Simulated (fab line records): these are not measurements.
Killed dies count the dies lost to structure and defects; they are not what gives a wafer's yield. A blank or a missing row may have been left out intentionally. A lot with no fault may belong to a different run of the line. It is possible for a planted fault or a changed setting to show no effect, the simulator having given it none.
What tool caused it? -- flow nand_harc -- 6 lots, 18 wafers sampled, at 5 steps of a route of 1159

== WHAT THE GAUGES READ, wafer by wafer ==
NHARC_END_SORT_01.
lot,measured,on,killed_open
L704,day 20 12:37,prober-02,5 4 5
L707,day 21 03:21,prober-02,5 2 1
L713,day 22 02:11,prober-02,7

== WHAT TOOL EACH LOT RAN ON (gives the tool, then ch and the chambers of the sampled wafers, and finally the start) ==
lot,NHARC_A_STAIRCASE_DEP_259,NHARC_A_STAIRCASE_HM_DEP_462,NHARC_A_STAIRCASE_DEP_301,NHARC_A_STAIRCASE_HM_OPEN_463
L701,"pecvd-04 ch 0,2, day 11 23:20","acl_dep-02 ch 0, day 12 04:29","pecvd-03 ch 0,1,2, day 12 06:20","rie_diel-04 ch 0,1,2, no start"
L704,"pecvd-04 ch 0,1,2, day 12 08:26","acl_dep-03 ch 0, day 12 12:25","pecvd-01 ch 1,2, day 12 13:59","rie_diel-11 ch 0,1, day 20 12:37 or earlier"
L706,"pecvd-01 ch 0,1,2, day 12 20:04","acl_dep-01 ch 0, day 13 00:33","pecvd-04 ch 0,1,2, day 13 01:35","rie_diel-09 ch 0,1,2, no start"
L707,"pecvd-04 ch 0,1,2, day 13 04:01","acl_dep-02 ch 0, day 13 10:44","pecvd-01 ch 1,2, day 13 12:36","rie_diel-04 ch 0,2,3, day 21 03:21 or earlier"
L713,"pecvd-03 ch 0,1,2, day 14 09:29","acl_dep-03 ch 0, day 14 12:43","pecvd-04 ch 0,2, day 14 14:37","rie_diel-09 ch 1,2,3, day 22 02:11 or earlier"
L722,"pecvd-01 ch 0,2, day 16 19:15","acl_dep-01 ch 0, day 16 22:49","pecvd-03 ch 0,1,2, day 17 00:26","rie_diel-09 ch 0,1,3, no start"
- NHARC_A_STAIRCASE_DEP_259: deposits SiON, target thk 30 nm.
- NHARC_A_STAIRCASE_HM_DEP_462: deposits aC, target thk 800 nm.
- NHARC_A_STAIRCASE_DEP_301: deposits SiON, target thk 30 nm.
- NHARC_A_STAIRCASE_HM_OPEN_463: chemistry O2/COS.

== THE ANSWER, worked out from the rows above alone ==
Rule: the lots themselves supply what counts as usual. The widest of any qualifying gaps counts: lots, ordered by their means at a reading, are off when they make up no more than a third of the lots, leave a main group of 4 or more, and stand apart from it by 3 or more times the standard deviation of that group's means. A main group whose means are all the same, to the digits that the tables above print for the reading, isn't used. Also off: a lot with no number at a reading for which 4 or more lots have one. All remaining lots with rows at the step are treated as sound.
Across all readings shown, no lot is off: no conclusion can be drawn from this.

== WHAT HAD BEEN PUT IN BY THE SIMULATOR ==
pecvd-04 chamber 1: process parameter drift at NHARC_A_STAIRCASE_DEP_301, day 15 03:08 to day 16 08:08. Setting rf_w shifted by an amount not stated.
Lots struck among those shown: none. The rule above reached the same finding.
